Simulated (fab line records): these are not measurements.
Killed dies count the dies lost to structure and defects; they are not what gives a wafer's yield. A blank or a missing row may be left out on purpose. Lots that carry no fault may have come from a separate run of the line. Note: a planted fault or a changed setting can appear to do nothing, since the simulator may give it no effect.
Which tool is to blame? + flow nand-harc + Sampling: 14 lots, 42 wafers, 5 of 1302 route steps

## WHAT THE GAUGES READ, wafer by wafer
NHARC_HYBRID_BOND_OVL_MEAS_05.
| lot  | measured     | on         | overlay-x-nm (nm) | overlay-y-nm (nm) |
|------|--------------|------------|-------------------|-------------------|
| L624 | day 23 13:52 | overlay-02 | 12 -44 133        | -29 43 29         |
| L625 | day 24 01:01 | overlay-02 | 7 22 -42          | -48 12 -22        |
| L630 | day 25 09:37 | overlay-01 | 10 13 33          | 18 4 -18          |
| L629 | day 25 14:02 | overlay-02 | -7 15 22          | -73 26 2          |
| L631 | day 26 22:57 | overlay-01 | 1 -34 6           | -36 -95 -76       |
| L633 | day 27 20:20 | overlay-02 | 1 30 39           | -43 -13 -40       |
| L634 | day 28 05:30 | overlay-02 | 96 4 15           | -18 -8 -48        |
| L637 | day 28 18:28 | overlay-01 | -24 -60 47        | 8 -18 39          |
| L639 | day 29 13:07 | overlay-01 | -22 39 5          | 31 -18 -24        |
| L638 | day 29 13:07 | overlay-02 | -54 27 8          | 76 24 39          |
| L640 | day 30 07:35 | overlay-01 | -15 66 58         | -8 50 42          |
| L644 | day 31 19:25 | overlay-02 | -1 -70 -53        | -16 -8 -57        |
| L645 | day 32 09:02 | overlay-02 | 38 74 3           | 54 14 21          |
| L647 | day 34 10:03 | overlay-01 | 28 8 -11          | -4 37 -25         |

NHARC_END_SORT_01.
| lot  | measured     | on        | killed-at-array | killed-at-other | killed-at-periphery | killed-dies | killed-open | killed-short |
|------|--------------|-----------|-----------------|-----------------|---------------------|-------------|-------------|--------------|
| L638 | day 30 10:31 | prober-01 | 312 216 289     | 0 4 3           | 3 6 2               | 315 226 294 | 2 6 5       | 1 4 2        |
| L640 | day 31 02:25 | prober-02 | 285 325 309     | 5 3 2           | 1 4 2               | 291 332 313 | 0 2 4       | 0 2 2        |

## WHICH TOOL RAN EACH LOT (tool, then ch and the chambers of the sampled wafers, then the start)
| lot  | NHARC_A_CONTACT_DEP_84        | NHARC_A_M1_DEP_33               | NHARC_THIN_TSV_PRE_CLEAN_54  |
|------|-------------------------------|---------------------------------|------------------------------|
| L624 | acl-dep-02 ch 0, day 22 01:38 | pecvd-04 ch 0,1, day 22 20:59   | pvd-sputter-01, day 23 21:27 |
| L625 | acl-dep-01 ch 0, day 22 17:04 | pecvd-02 ch 0,1,2, day 23 12:43 | pvd-sputter-01, day 24 10:00 |
| L630 | acl-dep-01 ch 0, day 24 00:24 | pecvd-02 ch 1,2, day 24 19:48   | pvd-sputter-02, day 25 17:10 |
| L629 | acl-dep-02 ch 0, day 24 02:49 | pecvd-01 ch 0,1, day 24 23:05   | pvd-sputter-03, day 25 21:37 |
| L631 | acl-dep-03 ch 0, day 25 11:33 | pecvd-02 ch 0,1,2, day 26 08:39 | pvd-sputter-01, day 27 07:44 |
| L633 | acl-dep-01 ch 0, day 26 08:35 | pecvd-04 ch 0,2, day 27 06:15   | pvd-sputter-02, day 28 04:05 |
| L634 | acl-dep-01 ch 0, day 26 19:25 | pecvd-02 ch 0,1,2, day 27 15:28 | pvd-sputter-02, day 28 16:59 |
| L637 | acl-dep-02 ch 0, day 27 08:43 | pecvd-02 ch 1,2, day 28 07:49   | pvd-sputter-01, day 29 03:17 |
| L639 | acl-dep-03 ch 0, day 28 03:37 | pecvd-02 ch 0,1,2, day 28 23:24 | pvd-sputter-03, day 30 01:35 |
| L638 | acl-dep-01 ch 0, day 28 03:41 | pecvd-04 ch 1,2, day 29 00:11   | pvd-sputter-02, day 30 02:57 |
| L640 | acl-dep-01 ch 0, day 28 21:10 | pecvd-04 ch 0,1,2, day 29 16:50 | pvd-sputter-02, day 30 15:30 |
| L644 | acl-dep-03 ch 0, day 30 09:45 | pecvd-04 ch 0,1, day 31 06:23   | pvd-sputter-02, day 32 07:36 |
| L645 | acl-dep-03 ch 0, day 30 22:08 | pecvd-01 ch 1,2, day 31 18:08   | pvd-sputter-03, day 32 17:46 |
| L647 | acl-dep-01 ch 0, day 32 23:13 | pecvd-04 ch 0,2, day 33 21:04   | pvd-sputter-03, day 34 18:56 |
- NHARC_A_CONTACT_DEP_84: deposits aC, target thk 2800 nm.
- NHARC_A_M1_DEP_33: deposits SiCN, target thk 30 nm.
- NHARC_THIN_TSV_PRE_CLEAN_54: time 30 s.

## AS READ BY THE TOOLS THEMSELVES (means over the sampled wafers that have a number; for cases with no such wafer, the mark the record gives instead)
NHARC_A_CONTACT_DEP_84.
| lot  | tool       | throttle-valve-pct (%) |
|------|------------|------------------------|
| L624 | acl-dep-02 | 34.995                 |
| L625 | acl-dep-01 | 35.002                 |
| L630 | acl-dep-01 | 34.996                 |
| L629 | acl-dep-02 | 35.000                 |
| L631 | acl-dep-03 | 35.006                 |
| L633 | acl-dep-01 | 34.992                 |
| L634 | acl-dep-01 | 35.000                 |
| L637 | acl-dep-02 | 35.004                 |
| L639 | acl-dep-03 | 34.996                 |
| L638 | acl-dep-01 | 35.003                 |
| L640 | acl-dep-01 | 34.995                 |
| L644 | acl-dep-03 | 34.994                 |
| L645 | acl-dep-03 | 34.996                 |
| L647 | acl-dep-01 | 35.000                 |

NHARC_A_M1_DEP_33.
| lot  | tool     | heater-power-w (W) |
|------|----------|--------------------|
| L624 | pecvd-04 | 675                |
| L625 | pecvd-02 | 642                |
| L630 | pecvd-02 | 546                |
| L629 | pecvd-01 | 576                |
| L631 | pecvd-02 | 592                |
| L633 | pecvd-04 | 592                |
| L634 | pecvd-02 | 637                |
| L637 | pecvd-02 | 530                |
| L639 | pecvd-02 | 603                |
| L638 | pecvd-04 | 678                |
| L640 | pecvd-04 | 600                |
| L644 | pecvd-04 | 678                |
| L645 | pecvd-01 | 523                |
| L647 | pecvd-04 | 688                |

NHARC_THIN_TSV_PRE_CLEAN_54.
| lot  | tool           | heater-power-w (W) |
|------|----------------|--------------------|
| L624 | pvd-sputter-01 | 383                |
| L625 | pvd-sputter-01 | 403                |
| L630 | pvd-sputter-02 | 436                |
| L629 | pvd-sputter-03 | 438                |
| L631 | pvd-sputter-01 | 387                |
| L633 | pvd-sputter-02 | 412                |
| L634 | pvd-sputter-02 | 413                |
| L637 | pvd-sputter-01 | 369                |
| L639 | pvd-sputter-03 | 433                |
| L638 | pvd-sputter-02 | 441                |
| L640 | pvd-sputter-02 | 411                |
| L644 | pvd-sputter-02 | 440                |
| L645 | pvd-sputter-03 | 403                |
| L647 | pvd-sputter-03 | 436                |

## THE ANSWER, worked out from the rows above alone
Rule: the lots themselves supply what counts as usual. The widest of any qualifying gaps counts: lots, ordered by their means at a reading, are off when they make up no more than a third of the lots, leave a main group of 4 or more, and stand apart from it by 3 or more times the standard deviation of that group's means. The tables above print the reading to a certain number of digits; a main group whose means all agree to those digits is not used. A lot without any number at a reading at which 4 lots or more have one is off too. Where the step has rows for the other lots, those lots are counted as sound. Order of review: gauges by route order, followed by the tools' own readings, for which a lot's mean as printed above is used. At the first step where some lot is off, the reading lying furthest off is the one used; lots without a number count as furthest.
No lot is off at any reading shown: from this, nothing can be told.

## WHAT THE SIMULATOR HAD PUT IN
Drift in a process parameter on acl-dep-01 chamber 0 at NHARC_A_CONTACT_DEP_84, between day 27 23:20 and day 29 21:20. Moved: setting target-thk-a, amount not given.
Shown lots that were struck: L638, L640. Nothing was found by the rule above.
